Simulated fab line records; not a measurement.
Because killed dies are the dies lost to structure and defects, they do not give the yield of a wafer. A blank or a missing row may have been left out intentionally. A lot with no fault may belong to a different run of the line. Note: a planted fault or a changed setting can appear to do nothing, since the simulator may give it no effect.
Chamber matching -- flow n5 finfet -- rie si-06 running N5_FIN_SAQP_ETCH_65: 4 sister chambers
The step etches SiO2 in CF4, target depth 4 nm, time 4.4 s. 4 wafers are shown with their chamber, then 10 later ones without.

WAFERS PAIRED WITH THEIR CHAMBERS
wafer,chamber,throttle valve pct (%)
L081.6,1,21.65
L087.4,0,21.88
L089.1,2,21.77
L089.4,3,21.52

WAFERS MISSING THEIR CHAMBER
wafer,throttle valve pct (%)
L089.5,21.89
L090.1,21.74
L090.2,21.88
L090.5,21.77
L094.2,21.51
L094.3,21.66
L094.5,21.75
L095.1,21.65
L095.3,21.50
L095.4,21.77

WHICH CHAMBER EACH ONE RAN IN
wafer,from the rows above,in truth
L089.5,0,0
L090.1,2,2
L090.2,0,0
L090.5,2,2
L094.2,3,3
L094.3,1,1
L094.5,2,2
L095.1,1,1
L095.3,3,3
L095.4,2,2
10 of 10 placed correctly. From these rows, 0 cannot be placed. Wrongly placed: 0.
How it was worked out, from the rows above alone: a wafer's distance from a chamber is the root of the sum, over the readings, of the square of ((its reading less the chamber's mean) divided by the reading's scatter). The wafer belongs to the nearest chamber; if the next one is less than 2 further off, it can't be placed. A chamber's mean is the mean of its shown wafers. The scatter: with one shown wafer a chamber, the root of the mean of the squares of how far each hidden wafer lies from its nearest shown one.
